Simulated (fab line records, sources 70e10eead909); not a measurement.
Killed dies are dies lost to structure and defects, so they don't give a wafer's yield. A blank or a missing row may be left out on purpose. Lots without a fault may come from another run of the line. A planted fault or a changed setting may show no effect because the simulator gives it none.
fab line records | flow nand_harc | part 1 of 2: steps 1 to 23 of 32
record lots=5 wafers=15 last_day=23
route steps=1159 shown A_WL_FILL@809 A_CONTACT@840
lots that met no fault: from a run of the same line without faults
start_h: hours from the record's first day to the start of the lot's first wafer shown | wait_h: hours since the lot's step before | " the same as in the row above | L1.1+2: a row that stands for several wafers | - no value, or no start given | * or withheld: withheld | < > ~ a bound
route shown NAME@n: a module of which the file shows steps, and the number in the route of the first | usual: mean/standard deviation of fault-free wafers | same: alike in all rows | chamber/n: place in a boat | sites: the reading at each site | _std_site: their standard deviation | _edge_site: outer sites' mean less inner sites' | radius_mm: how far each site lies from the wafer's centre | mask NAME#n: copy n | behind: the tool/chamber that last shaped the wafer | hold: why the lot was held/for how many hours/how that ended | device: the transistor (n, p or np) that didn't switch | end of line: the same wafers' tests at the end of the route | a step without rows: its recipe alone | killed: dies lost to structure and defects at the first sort, not the wafer's yield | map: a wafer's dies, x killed, . not, _ none there
set.NAME: the setting as run; set.NAME@STEP: as run at that earlier step | model.NAME: the simulator's own value behind a step, which no gauge read
lots at some steps of the route; a table a step, a row a wafer
services: from which hour (start_h, from the record's first day; less than 0 if before it) a tool's chamber was out of use, for how many hours, and why
## steps
# step NHARC_A_WL_FILL_ALD_00
# recipe target_thk_a=30 pulse_time_s=3 ald_cycles=30 temp_c=300 material=Al2O3
# usual heater_power_w=466/38 precursor_pulse_height_rel=1.001/0.019
# columns lot.wafer tool chamber start_h wait_h heater_power_w precursor_pulse_height_rel since_wet_clean_h
L082.2 ald_hk-04 3 380.10 0.1 424 0.977 3
L082.1 " 0 " " 432 1.035 3
L082.5 " 1 " " 492 0.992 -
L089.2 ald_hk-02 3 421.07 0.1 464 0.984 131
L089.1 " 1 " " 455 1.022 131
L089.5 " 3 " " 468 0.957 -
L086.4 ald_hk-02 0 421.29 0.3 435 0.995 131
L086.5 " 2 " " 456 1.006 -
L086.6 " 3 " " 470 0.981 -
L090.3 ald_hk-03 2 429.15 0.1 550 1.004 91
L090.1 " 0 " " 442 0.986 91
L090.6 " 3 " " 409 1.014 -
L095.4 ald_hk-03 1 440.52 0.2 485 0.977 102
L095.1 " 2 " " 553 1.002 102
L095.3 " 3 " " 414 0.985 102
# step NHARC_A_WL_FILL_RTA_01
# recipe temp_c=1000 time_s=5
# usual lamp_power_pct=29.5/0.52 lamp_zone_6_pct=29.4/0.52 wafer_temp_C_max=1005.9/1.4
# columns lot.wafer tool chamber start_h wait_h lamp_power_pct lamp_zone_6_pct wafer_temp_C_max
L082.1 rtp_anneal-02 0 380.32 - 30.0 30.0 1006.6
L082.2 " 0 " " 30.0 30.0 1006.2
L082.5 " 0 " " 30.1 30.0 1005.7
L089.1 rtp_anneal-01 0 421.51 - 29.0 29.0 1006.3
L089.2 " 0 " " 29.0 29.0 1005.2
L089.5 " 0 " " 29.0 29.0 1007.4
L086.4 rtp_anneal-01 0 421.77 - 29.0 29.0 1004.7
L086.5 " 0 " " 29.0 29.0 1005.8
L086.6 " 0 " " 29.0 29.0 1007.6
L090.1 rtp_anneal-01 0 429.42 - 29.0 29.0 1006.0
L090.3 " 0 " " 29.0 29.0 1004.8
L090.6 " 0 " " 29.0 29.0 1007.0
L095.1 rtp_anneal-01 0 440.76 - 29.0 29.0 1007.3
L095.3 " 0 " " 29.1 28.9 1006.5
L095.4 " 0 " " 29.0 29.0 1007.2
# step NHARC_A_WL_FILL_ALD_02
# recipe target_thk_a=20 pulse_time_s=3 ald_cycles=100 temp_c=450 material=TiN
# usual heater_power_w=1090/110 precursor_pulse_height_rel=0.997/0.02
# columns lot.wafer tool chamber start_h wait_h heater_power_w precursor_pulse_height_rel since_wet_clean_h
L082.2 ald_metal-04 0 380.57 0.2 1094 1.015 143
L082.1 " 1 " " 1102 0.966 143
L082.5 " 0 " " 1101 1.017 -
L089.2 ald_metal-04 0 421.77 0.2 1071 1.032 6
L089.1 " 1 " " 1039 0.985 6
L089.5 " 3 " " 1151 0.980 -
L086.6 ald_metal-02 3 422.05 0.2 1128 1.004 -
L086.4 " 0 " " 889 0.997 -
L086.5 " 2 " " 1238 1.025 -
L090.1 ald_metal-01 0 429.67 0.2 1064 0.987 139
L090.3 " 1 " " 1235 1.020 139
L090.6 " 0 " " 1073 0.977 -
L095.1 ald_metal-01 1 440.98 0.2 1210 0.988 151
L095.4 " 3 " " 1071 0.991 151
L095.3 " 0 " " 1043 0.975 151
# step NHARC_A_WL_FILL_CVD_03
# recipe target_thk_a=400 temp_c=300 pressure_torr=40 wf6_flow_sccm=40 h2_flow_sccm=1600 ar_flow_sccm=1560 time_s=3302 material=W
# usual heater_power_w=449/45 throttle_valve_pct=7.9/0.38
# columns lot.wafer tool chamber start_h wait_h heater_power_w since_wet_clean_h throttle_valve_pct
L082.1 cvd_w-01 1 383.94 3.0 433 75 7.9
L082.2 " 0 " " 423 76 7.7
L082.5 " 1 385.83 4.9 442 - 7.6
L089.1 cvd_w-02 1 425.30 3.2 409 27 8.7
L089.2 " 0 " " 529 28 7.8
L089.5 " 1 427.18 5.1 418 - 8.3
L086.4 cvd_w-02 0 429.07 6.7 518 - 7.9
L086.6 " 0 " " 512 - 8.1
L086.5 " 1 " " 418 - 8.7
L090.1 cvd_w-01 1 431.21 1.2 436 122 7.6
L090.3 " 1 " " 430 - 7.5
L090.6 " 1 " " 420 - 7.6
L095.1 cvd_w-01 1 444.60 3.2 426 136 7.6
L095.4 " 0 " " 427 - 7.8
L095.3 " 1 " " 428 - 7.6
# step NHARC_A_WL_FILL_ETCHBACK_04
# recipe target_depth_a=600 time_s=120 chemistry=NF3
# usual drypump_motor_current_A=6.1/0.34 oes_product_au=0.993/0.0085
# columns lot.wafer tool chamber start_h wait_h drypump_motor_current_A oes_product_au rf_hours_counter_h
L082.1 rie_metal-03 1 387.28 2.9 5.9 0.992 2.6
L082.2 " 0 " " 5.8 0.982 2.6
L082.5 " 1 " " 5.8 0.987 -
L089.2 rie_metal-03 1 428.60 2.4 5.9 0.991 3.7
L089.1 " 0 " " 5.8 1.004 3.7
L089.5 " 0 " " 5.8 0.999 -
L086.4 rie_metal-02 0 431.58 2.0 6.4 0.987 -
L086.5 " 1 " " 6.7 0.990 -
L086.6 " 0 " " 6.4 0.992 -
L090.1 rie_metal-02 1 434.49 2.8 6.7 0.989 1.1
L090.3 " 0 " " 6.4 0.988 -
L090.6 " 0 " " 6.4 0.994 -
L095.1 rie_metal-01 1 447.48 2.4 6.2 0.999 2.6
L095.3 " 0 " " 6.0 0.993 -
L095.4 " 1 " " 6.2 0.998 -
# step NHARC_A_WL_FILL_ETCHBACK_05
# recipe target_depth_a=220 time_s=60 temp_c=40 chemistry=Cl2/BCl3
# usual drypump_motor_current_A=6.1/0.34 oes_product_au=0.993/0.0091
# columns lot.wafer tool chamber start_h wait_h drypump_motor_current_A oes_product_au rf_hours_counter_h
L082.2 rie_metal-03 0 387.52 0.2 5.7 0.997 2.7
L082.1 " 1 " " 5.9 0.995 2.7
L082.5 " 0 " " 5.8 0.990 -
L089.1 rie_metal-03 0 428.84 0.2 5.8 1.003 3.8
L089.2 " 1 " " 5.8 0.982 3.8
L089.5 " 0 " " 5.8 0.991 -
L086.4 rie_metal-02 0 431.74 0.1 6.4 0.990 -
L086.5 " 0 " " 6.4 0.978 -
L086.6 " 1 " " 6.7 0.996 -
L090.1 rie_metal-02 0 434.74 0.2 6.4 1.006 1.2
L090.3 " 0 " " 6.4 0.993 -
L090.6 " 1 " " 6.7 0.986 -
L095.1 rie_metal-01 1 447.69 0.2 6.1 0.995 2.7
L095.3 " 1 " " 6.1 1.000 -
L095.4 " 0 " " 6.0 0.997 -
# step NHARC_A_WL_FILL_STRIP_27
# recipe power_w=1500 temp_c=250 time_s=20 chemistry=N2/H2
# usual drypump_motor_current_A=5.71/0.29 heater_power_w=333/39
# columns lot.wafer tool chamber start_h wait_h drypump_motor_current_A heater_power_w rf_hours_counter_h
L082.1 plasma_asher-01 1 387.66 0.1 5.42 327 42
L082.2 " 0 " " 5.72 305 42
L082.5 " 0 " " 5.70 306 -
L089.2 plasma_asher-01 0 428.98 0.1 5.76 303 56
L089.1 " 1 " " 5.40 316 56
L089.5 " 1 " " 5.42 319 -
L086.4 plasma_asher-02 0 431.90 0.1 5.61 397 -
L086.5 " 0 " " 5.65 417 -
L086.6 " 1 " " 6.23 320 -
L090.1 plasma_asher-01 0 434.89 0.1 5.71 305 58
L090.3 " 0 " " 5.71 306 -
L090.6 " 1 " " 5.42 321 -
L095.1 plasma_asher-01 1 447.85 0.1 5.42 315 63
L095.4 " 0 " " 5.73 308 -
L095.3 " 1 " " 5.42 321 -
# step NHARC_A_WL_FILL_STRIP_28
# recipe time_s=1200 temp_c=72.5 chemistry=post_etch_residue_remover
# columns lot.wafer tool chamber start_h wait_h
L082.1+2+5 wet_bench-04 5,6,7 387.84 0.2
L089.5+2+1 wet_bench-06 1,2,5 429.16 0.1
L086.5+4+6 wet_bench-04 0,3,4 432.03 0.1
L090.6+1+3 wet_bench-06 5,7,0 435.04 0.1
L095.4+1+3 wet_bench-01 6,0,1 448.01 0.1
# step NHARC_A_WL_FILL_PRECLEAN_06
# recipe time_s=300 chemistry=DIW
# columns lot.wafer tool chamber start_h wait_h
L082.1+2+5 wet_bench-04 5,6,7 - -
L089.5+2+1 wet_bench-06 1,2,5 - -
L086.5+4+6 wet_bench-04 0,3,4 - -
L090.6+1+3 wet_bench-06 5,7,0 - -
L095.4+1+3 wet_bench-01 6,0,1 - -
# step NHARC_A_WL_FILL_SRD_07
# columns lot.wafer tool chamber start_h wait_h
L082.1+2+5 wet_bench-04 5,6,7 - -
L089.5+2+1 wet_bench-06 1,2,5 - -
L086.5+4+6 wet_bench-04 0,3,4 - -
L090.6+1+3 wet_bench-06 5,7,0 - -
L095.4+1+3 wet_bench-01 6,0,1 - -
# step NHARC_A_WL_FILL_ANNEAL_08
# recipe temp_c=450 time_s=1800
# columns lot.wafer tool chamber start_h wait_h
L082.1+2+5 furnace-05 0 392.70 -
L086.4+5+6 furnace-05 0 432.98 -
L089.1+2+5 furnace-05 0 432.98 -
L090.1+3+6 furnace-06 0 438.60 -
L095.1+3+4 furnace-03 0 448.73 -
# step NHARC_A_WL_FILL_ALD_10
# recipe target_thk_a=500 pulse_time_s=10 ald_cycles=500 temp_c=300 material=SiO2
# usual heater_power_w=464/37 precursor_pulse_height_rel=0.996/0.02
# columns lot.wafer tool chamber start_h wait_h heater_power_w precursor_pulse_height_rel since_wet_clean_h
L082.1 ald_hk-03 0 394.20 0.1 431 0.993 57
L082.2 " 1 " " 500 0.975 57
L082.5 " 1 396.78 2.6 503 0.998 -
L089.2 ald_hk-02 1 436.44 2.0 434 1.008 147
L089.1 " 3 437.47 3.0 472 1.008 148
L089.5 " 1 438.51 4.1 474 0.982 -
L086.4 ald_hk-03 2 437.00 2.6 547 1.021 100
L086.5 " 1 438.56 4.1 490 0.997 -
L086.6 " 2 " " 548 1.025 -
L090.3 ald_hk-04 1 440.10 0.1 462 1.036 64
L090.1 " 2 " " 508 1.038 65
L090.6 " 2 442.69 2.6 512 1.008 -
L095.4 ald_hk-04 3 450.55 0.4 411 0.979 74
L095.3 " 0 " " 458 1.009 75
L095.1 " 2 452.11 1.9 505 0.999 76
# step NHARC_A_WL_FILL_ETCHBACK_16
# recipe target_depth_a=880 time_s=17.6 c4f8_flow_sccm=withheld o2_flow_sccm=8 ar_flow_sccm=withheld rf_w=600 bias_w=800 chemistry=C4F8/O2/Ar
# usual oes_product_au=0.994/0.024 rf_fwd_power_W=588.5/3 rf_vpp_V=723/4
# columns lot.wafer tool chamber start_h wait_h oes_product_au rf_fwd_power_W rf_hours_counter_h rf_vpp_V
L082.1 rie_diel-04 1 - - 0.912 591.6 3.4 724
L082.2 " 2 " " 0.931 589.5 3.6 717
L082.5 " 1 " " 0.921 590.5 - 725
L089.2 rie_diel-04 3 - - 1.000 585.0 5.5 728
L089.1 " 0 " " 1.004 592.4 5.2 717
L089.5 " 3 " " 0.989 585.0 - 729
L086.4 rie_diel-12 3 - - 0.991 588.1 3.9 722
L086.6 " 2 " " 0.978 583.7 - 722
L086.5 " 3 " " 1.004 588.0 - 723
L090.1 rie_diel-03 3 - - 0.989 590.6 0.9 725
L090.3 " 0 " " 1.002 591.1 0.9 724
L090.6 " 0 " " 0.995 591.9 - 724
L095.4 rie_diel-12 0 - - 1.023 586.8 4.2 726
L095.3 " 1 " " 0.998 585.6 4.2 721
L095.1 " 3 " " 0.999 585.3 4.4 723
# step NHARC_A_WL_FILL_STRIP_29
# recipe time_s=20 o2_flow_sccm=500 ar_flow_sccm=0 bias_w=0 chemistry=O2
# usual drypump_motor_current_A=5.7/0.46 o2_flow_sccm=500.1/1.4 oes_product_au=1.000/0.01 rf_vpp_V=57.8/0.92 showerhead_plenum_p_Torr=3.53/0.14 throttle_valve_pct=17.036/0.009
# columns lot.wafer tool chamber start_h wait_h drypump_motor_current_A o2_flow_sccm oes_product_au rf_hours_counter_h rf_vpp_V showerhead_plenum_p_Torr throttle_valve_pct
L082.1 rie_diel-04 0 398.93 0.1 5.3 501.0 0.996 3.4 56.9 3.31 17.045
L082.2 " 1 " " 5.8 499.7 0.987 3.4 59.2 3.59 17.040
L082.5 " 3 " " 6.3 502.9 1.001 - 58.0 3.77 17.019
L089.1 rie_diel-04 3 441.20 0.1 6.3 498.1 0.995 5.6 60.1 3.77 17.029
L089.2 " 0 " " 5.3 501.1 0.989 5.2 57.4 3.31 17.039
L089.5 " 0 " " 5.3 500.9 0.999 - 56.8 3.31 17.038
L086.4 rie_diel-12 3 441.25 0.1 5.6 498.7 1.010 4.0 58.4 3.53 17.038
L086.6 " 1 " " 6.0 499.2 1.008 - 56.9 3.47 17.041
L086.5 " 2 " " 6.2 499.3 1.005 - 59.1 3.47 17.035
L090.3 rie_diel-03 0 444.86 0.1 5.5 497.5 1.000 0.9 59.5 3.57 17.059
L090.1 " 2 " " 6.4 503.0 0.991 0.9 58.2 3.75 17.034
L090.6 " 0 " " 5.4 496.0 0.996 - 59.7 3.57 17.040
L095.4 rie_diel-12 2 455.32 0.1 6.2 498.6 1.000 4.1 57.9 3.47 17.035
L095.1 " 3 " " 5.5 500.3 0.999 4.4 57.4 3.53 17.027
L095.3 " 0 " " 4.9 498.8 1.009 4.2 57.7 3.68 17.044
# step NHARC_A_WL_FILL_ETCHBACK_17
# recipe target_depth_a=40 time_s=26.7 chemistry=Cl2/BCl3
# usual drypump_motor_current_A=6.13/0.3 oes_product_au=0.995/0.0076
# columns lot.wafer tool chamber start_h wait_h drypump_motor_current_A oes_product_au rf_hours_counter_h
L082.1 rie_metal-03 0 399.01 - 5.78 1.003 3.1
L082.2 " 1 " " 5.82 0.995 3.1
L082.5 " 0 " " 5.78 1.002 -
L089.1 rie_metal-01 1 441.28 - 6.17 1.002 2.2
L089.2 " 0 " " 5.98 1.004 3.3
L089.5 " 0 " " 5.99 1.005 -
L086.4 rie_metal-03 0 441.39 - 5.78 0.997 -
L086.5 " 1 " " 5.87 0.982 -
L086.6 " 0 " " 5.78 0.998 -
L090.1 rie_metal-01 0 444.95 - 6.01 0.994 3.6
L090.3 " 0 " " 5.99 0.983 -
L090.6 " 1 " " 6.17 0.988 -
L095.1 rie_metal-02 1 455.42 - 6.69 0.983 2.1
L095.4 " 0 " " 6.39 0.988 -
L095.3 " 1 " " 6.70 0.984 -
# step NHARC_A_WL_FILL_PRECLEAN_18
# recipe time_s=30 chemistry=dHF
# columns lot.wafer tool chamber start_h wait_h
L082.5+2+1 wet_bench-04 5,6,1 399.20 0.1
L089.5+1+2 wet_bench-04 6,0,1 441.48 0.1
L086.4+6+5 wet_bench-06 7,0,4 441.51 0.1
L090.1+6+3 wet_bench-04 1,2,6 445.14 0.2
L095.4+1+3 wet_bench-06 3,5,6 455.61 0.2
# step NHARC_A_WL_FILL_SRD_21
# columns lot.wafer tool chamber start_h wait_h
L082.5+2+1 wet_bench-04 5,6,1 399.22 0.0
L089.5+1+2 wet_bench-04 6,0,1 441.50 0.0
L086.4+6+5 wet_bench-06 7,0,4 441.54 0.0
L090.1+6+3 wet_bench-04 1,2,6 445.17 0.0
L095.4+1+3 wet_bench-06 3,5,6 455.63 0.0
# step NHARC_A_WL_FILL_CVD_23
# recipe target_thk_a=400 temp_c=620 pressure_mtorr=200 time_s=800 material=poly-Si
# columns lot.wafer tool chamber start_h wait_h
L082.1+2+5 lpcvd_poly-01 0 401.53 2.3
L086.4+5+6 lpcvd_poly-04 0 442.10 0.6
L089.1+2+5 lpcvd_poly-04 0 442.10 0.6
L090.1+3+6 lpcvd_poly-04 0 447.73 2.6
L095.1+3+4 lpcvd_poly-03 0 457.70 2.1
# step NHARC_A_WL_FILL_ETCHBACK_26
# recipe target_depth_a=520 time_s=13.3 hbr_flow_sccm=150 rf_w=350 icp_w=350 bias_w=60 chemistry=HBr
# usual drypump_motor_current_A=5.7/0.58 hbr_flow_sccm=150.0/0.48 oes_product_au=1.001/0.0095 rf_fwd_power_W=342.2/1.9 throttle_valve_pct=23.267/0.0085
# columns lot.wafer tool chamber start_h wait_h drypump_motor_current_A hbr_flow_sccm oes_product_au rf_fwd_power_W rf_hours_counter_h throttle_valve_pct
L082.2 rie_si-04 1 404.13 0.4 5.4 149.4 1.004 344.3 0.9 23.266
L082.1 " 2 " " 5.3 149.9 1.006 342.7 1.1 23.272
L082.5 " 0 " " 6.2 149.7 0.996 341.5 - 23.259
L089.1 rie_si-04 3 444.68 0.4 6.6 150.3 0.994 346.3 1.5 23.257
L089.2 " 0 " " 6.3 150.5 0.990 340.0 0.9 23.258
L089.5 " 1 " " 5.4 149.5 0.996 346.0 - 23.259
L086.4 rie_si-05 1 444.70 0.4 6.6 149.7 1.002 342.0 0.1 23.281
L086.5 " 2 " " 6.1 150.2 0.990 341.4 - 23.279
L086.6 " 3 " " 5.1 150.5 0.991 341.7 - 23.262
L090.1 rie_si-05 2 450.34 0.4 6.0 149.2 0.995 341.9 0.2 23.270
L090.3 " 3 " " 5.1 150.0 1.004 341.7 0.3 23.254
L090.6 " 1 " " 6.6 149.4 0.992 341.4 - 23.251
L095.3 rie_si-02 3 460.26 0.4 5.7 149.6 1.012 340.6 0.5 23.253
L095.4 " 0 " " 6.0 149.6 1.017 340.9 0.5 23.263
L095.1 " 2 " " 4.9 149.6 1.024 343.6 0.5 23.272
# step NHARC_A_WL_FILL_PRECLEAN_30
# recipe time_s=10 chemistry=dHF
# columns lot.wafer tool chamber start_h wait_h
L082.2+5+1 wet_bench-01 3,6,7 404.25 0.1
L086.5+4+6 wet_bench-01 4,7,0 444.80 0.1
L089.1+2+5 wet_bench-01 4,6,0 444.83 0.1
L090.6+1+3 wet_bench-01 7,2,3 450.46 0.1
L095.3+4+1 wet_bench-04 4,5,6 460.41 0.1
# step NHARC_A_WL_FILL_SRD_14
# columns lot.wafer tool chamber start_h wait_h
L082.2+5+1 wet_bench-01 3,6,7 404.28 0.0
L086.5+4+6 wet_bench-01 4,7,0 444.82 0.0
L089.1+2+5 wet_bench-01 4,6,0 444.85 0.0
L090.6+1+3 wet_bench-01 7,2,3 450.48 0.0
L095.3+4+1 wet_bench-04 4,5,6 460.43 0.0
# step NHARC_A_WL_FILL_ALD_19
# recipe target_thk_a=20 pulse_time_s=3 ald_cycles=100 temp_c=450 material=TiN
# usual heater_power_w=1085/100 precursor_pulse_height_rel=1.000/0.02
# columns lot.wafer tool chamber start_h wait_h heater_power_w precursor_pulse_height_rel since_wet_clean_h
L082.2 ald_metal-02 3 404.38 0.1 1143 1.021 30
L082.1 " 0 " " 852 0.998 30
L082.5 " 0 " " 885 1.039 -
L089.2 ald_metal-04 2 444.95 0.1 1049 1.007 29
L089.1 " 0 " " 1081 1.013 29
L089.5 " 2 " " 1052 0.991 -
L086.5 ald_metal-02 0 445.00 0.2 873 0.981 -
L086.4 " 2 " " 1227 0.987 -
L086.6 " 3 " " 1147 0.963 -
L090.1 ald_metal-01 2 450.58 0.1 969 1.028 160
L090.3 " 1 " " 1212 1.015 160
L090.6 " 2 " " 978 0.995 -
L095.3 ald_metal-04 3 460.53 0.1 1143 0.981 45
L095.4 " 0 " " 1067 0.987 45
L095.1 " 2 " " 1069 0.970 45
# step NHARC_A_WL_FILL_CVD_20
# recipe target_thk_a=750 temp_c=300 pressure_torr=40 wf6_flow_sccm=40 h2_flow_sccm=1600 ar_flow_sccm=1560 time_s=5064 material=W
# usual heater_power_w=453/48 throttle_valve_pct=7.9/0.37
# columns lot.wafer tool chamber start_h wait_h heater_power_w since_wet_clean_h throttle_valve_pct
L082.2 cvd_w-01 1 - - 428 96 8.0
L082.1 " 0 " " 419 97 7.6
L082.5 " 1 " " 435 - 7.8
L089.1 cvd_w-02 0 - - 520 52 7.8
L089.2 " 0 " " 512 - 7.9
L089.5 " 0 " " 532 - 7.8
L086.4 cvd_w-01 1 - - 426 - 7.6
L086.6 " 0 " " 422 - 7.7
L086.5 " 1 " " 428 - 7.9
L090.1 cvd_w-01 1 - - 432 151 7.9
L090.3 " 0 " " 416 - 7.7
L090.6 " 1 " " 436 - 7.8
L095.1 cvd_w-01 0 - - 415 158 7.5
L095.3 " 1 " " 434 - 7.7
L095.4 " 0 " " 421 - 7.5
